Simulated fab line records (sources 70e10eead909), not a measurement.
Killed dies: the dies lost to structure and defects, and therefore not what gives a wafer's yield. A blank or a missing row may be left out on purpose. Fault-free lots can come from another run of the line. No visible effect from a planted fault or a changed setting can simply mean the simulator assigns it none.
Chamber matching / flow nand_harc / NHARC_THIN_TSV_CMP_21 on cmp-04 has 4 sister chambers
The step polishes, t overpolish 30 s, target thk 2000 nm. 4 wafers are shown with their chamber, then 8 later ones without.

## WAFERS PAIRED WITH THEIR CHAMBERS
wafer=L598.4; chamber=1; motor_current_A (A)=14.3
wafer=L608.2; chamber=2; motor_current_A (A)=10.5
wafer=L608.6; chamber=3; motor_current_A (A)=11.8
wafer=L612.1; chamber=0; motor_current_A (A)=15.4

## WAFERS WITH NO CHAMBER GIVEN
wafer=L612.3; motor_current_A (A)=11.0
wafer=L612.6; motor_current_A (A)=10.4
wafer=L613.1; motor_current_A (A)=10.9
wafer=L613.4; motor_current_A (A)=13.2
wafer=L613.5; motor_current_A (A)=11.8
wafer=L616.1; motor_current_A (A)=14.1
wafer=L616.3; motor_current_A (A)=10.6
wafer=L616.5; motor_current_A (A)=13.3

## CHAMBER TAKEN BY EACH
wafer=L612.3; from the rows above=can't be placed: 2 or 3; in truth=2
wafer=L612.6; from the rows above=2; in truth=2
wafer=L613.1; from the rows above=can't be placed: 2 or 3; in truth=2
wafer=L613.4; from the rows above=can't be placed: 1 or 3 or 0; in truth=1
wafer=L613.5; from the rows above=3; in truth=3
wafer=L616.1; from the rows above=can't be placed: 1 or 0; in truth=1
wafer=L616.3; from the rows above=can't be placed: 2 or 3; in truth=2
wafer=L616.5; from the rows above=can't be placed: 1 or 3 or 0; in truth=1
Placed correctly: 2 of 8. Cannot be placed on the basis of these rows: 6; the candidates contain the true chamber in 6. Number placed wrongly: 0.
How it was worked out, from the rows above alone: a wafer's distance from a chamber is the root of the sum, over the readings, of the square of ((its reading less the chamber's mean) divided by the reading's scatter). The wafer belongs to the nearest chamber; if the next one is less than 2 further off, it can't be placed. For every chamber, the mean is computed from those of its wafers that are shown. The scatter (one wafer shown for each chamber): square how far every hidden wafer sits from the nearest shown wafer, average those squares and take the square root.
